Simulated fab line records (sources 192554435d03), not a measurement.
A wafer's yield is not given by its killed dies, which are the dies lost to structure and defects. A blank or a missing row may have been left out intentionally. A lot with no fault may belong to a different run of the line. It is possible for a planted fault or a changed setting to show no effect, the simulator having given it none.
Which of the tools did it? ; flow n5Finfet ; 12 lots, 36 wafers sampled, at 3 steps of a route of 1938

## WHAT THE GAUGES SHOWED, per wafer
N5_BEOL_M2_OVL_MEAS_12.
lot;measured;on;M2_OVL (nm)
L075;day 6 21:04;overlay-01;-0.2 -0.4 0.5
L077;day 7 04:20;overlay-02;-1.9 -0.8 0.0
L079;day 7 13:40;overlay-02;-0.5 0.4 0.1
L081;day 8 08:45;overlay-02;-0.9 -0.5 -0.1
L083;day 8 19:58;overlay-02;0.6 1.7 0.1
L085;day 9 08:58;overlay-01;0.3 1.4 1.3
L088;day 9 19:56;overlay-01;0.7 0.7 0.3
L089;day 10 05:58;overlay-02;0.5 0.6 0.4
L091;day 10 17:22;overlay-02;0.5 0.5 0.8
L093;day 11 10:50;overlay-02;0.8 1.5 1.2
L095;day 12 02:22;overlay-02;0.5 0.4 -0.1
L097;day 12 15:55;overlay-01;1.2 0.9 0.1

## EACH LOT AND THE TOOL THAT RAN IT (in order: tool; ch and the chambers of the sampled wafers; start)
lot;N5_BEOL_M1_ANNEAL_82;N5_BEOL_M1_PRE_CLEAN_60
L075;pvdSputter-03, day 6 16:50;cvdCo-02 ch 0,2, day 6 18:55
L077;pvdSputter-01, day 7 00:25;cvdCo-02 ch 0,2, day 7 02:29
L079;pvdSputter-03, day 7 10:04;cvdCo-02 ch 0,2, day 7 12:09
L081;pvdSputter-01, day 8 04:58;cvdCo-02 ch 0,1, day 8 07:01
L083;pvdSputter-03, day 8 16:19;cvdCo-02 ch 0,1,2, day 8 18:23
L085;pvdSputter-01, day 9 04:12;cvdCo-01 ch 0,1,2, day 9 06:33
L088;pvdSputter-02, day 9 16:10;cvdCo-02 ch 0,2, day 9 18:29
L089;pvdSputter-02, day 10 02:13;cvdCo-02 ch 1,2, day 10 04:17
L091;pvdSputter-01, day 10 13:17;cvdCo-01 ch 0,1,2, day 10 15:21
L093;pvdSputter-01, day 11 07:53;cvdCo-01 ch 0,1,2, day 11 09:58
L095;pvdSputter-02, day 11 21:22;cvdCo-01 ch 0,2, day 11 23:35
L097;pvdSputter-03, day 12 07:51;cvdCo-01 ch 0,2, day 12 12:45
- N5_BEOL_M1_ANNEAL_82: time 240 s.
- N5_BEOL_M1_PRE_CLEAN_60: time 15 s.

## THE ANSWER, worked out from the rows above alone
Rule: usual is defined by the lots themselves. Put in order of their means at a reading, lots are off if they are a third of the lots or fewer, leave a main group of 4 or more, and stand apart from it by a gap of 3 or more times the standard deviation of the main group's means; of several such gaps the widest counts. The tables above print the reading to a certain number of digits; a main group whose means all agree to those digits is not used. Also off: a lot with no number at a reading for which 4 or more lots have one. All remaining lots with rows at the step are treated as sound.
No lot is off at any reading shown: from this, nothing can be told.

## WHAT THE SIMULATOR PUT IN
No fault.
